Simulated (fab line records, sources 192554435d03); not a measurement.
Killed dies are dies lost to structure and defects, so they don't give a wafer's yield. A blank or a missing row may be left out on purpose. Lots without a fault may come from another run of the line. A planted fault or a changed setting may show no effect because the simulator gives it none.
Chamber matching | flow n5_finfet | N5_BEOL_M2_ETCH_63 on rie_diel-06: 4 sister chambers
The step etches SiARC in CF4, target depth 15.6 nm, time 26 s. 18 wafers are shown with their chamber, then 9 later ones without.

WAFERS WITH THEIR CHAMBER
wafer  | chamber | drypump_motor_current_A (A) | showerhead_plenum_p_Torr (Torr) | oes_product_au (a.u.)
L078.1 | 1       | 5.3                         | 2.12                            | 0.59
L078.2 | 0       | 5.5                         | 2.23                            | 0.65
L078.3 | 3       | 6.8                         | 2.21                            | 0.64
L081.1 | 3       | 6.8                         | 2.21                            | 0.64
L081.2 | 1       | 5.3                         | 2.11                            | 0.60
L081.3 | 2       | 5.4                         | 2.11                            | 0.83
L081.4 | 0       | 5.5                         | 2.23                            | 0.64
L081.5 | 1       | 5.3                         | 2.11                            | 0.59
L081.6 | 0       | 5.5                         | 2.23                            | 0.64
L083.1 | 1       | 5.4                         | 2.11                            | 0.59
L083.3 | 0       | 5.5                         | 2.23                            | 0.64
L083.5 | 1       | 5.3                         | 2.11                            | 0.59
L089.1 | 2       | 5.4                         | 2.10                            | 0.78
L089.2 | 3       | 6.8                         | 2.21                            | 0.63
L089.3 | 0       | 5.5                         | 2.22                            | 0.63
L089.4 | 1       | 5.3                         | 2.11                            | 0.59
L089.5 | 0       | 5.5                         | 2.22                            | 0.63
L089.6 | 3       | 6.8                         | 2.21                            | 0.63

SIGNATURES (means of the wafers above)
reading                  | chamber 0 | chamber 1 | chamber 2 | chamber 3 | scatter within a chamber
drypump_motor_current_A  | 5.500     | 5.317     | 5.400     | 6.800     | 0.0244
showerhead_plenum_p_Torr | 2.2267    | 2.1117    | 2.1050    | 2.2100    | 0.00436
oes_product_au           | 0.6383    | 0.5917    | 0.8050    | 0.6350    | 0.0111
Rule: a wafer's distance from a chamber is the root of the sum, over the readings, of the square of ((its reading less the chamber's mean) divided by the reading's scatter). The wafer belongs to the nearest chamber; if the next one is less than 2 further off, it can't be placed. The scatter: the root of (the sum of the squares of (reading less its chamber's mean) over the shown wafers, divided by (wafers less chambers)).

WAFERS WITHOUT THEIR CHAMBER
wafer  | drypump_motor_current_A (A) | showerhead_plenum_p_Torr (Torr) | oes_product_au (a.u.)
L094.2 | 6.8                         | 2.20                            | 0.61
L094.4 | 6.7                         | 2.20                            | 0.62
L094.6 | 5.4                         | 2.10                            | 0.76
L095.1 | 5.5                         | 2.22                            | 0.62
L095.2 | 6.8                         | 2.20                            | 0.62
L095.3 | 5.4                         | 2.10                            | 0.76
L095.4 | 5.4                         | 2.10                            | 0.75
L095.5 | 5.5                         | 2.22                            | 0.63
L095.6 | 6.8                         | 2.20                            | 0.61

WHICH CHAMBER EACH WENT THROUGH
wafer  | from the rows above | in truth
L094.2 | 3                   | 3
L094.4 | 3                   | 3
L094.6 | 2                   | 2
L095.1 | 0                   | 0
L095.2 | 3                   | 3
L095.3 | 2                   | 2
L095.4 | 2                   | 2
L095.5 | 0                   | 0
L095.6 | 3                   | 3
Placed correctly: 9 of 9. Can't be placed from these rows: 0. Placed wrongly: 0.
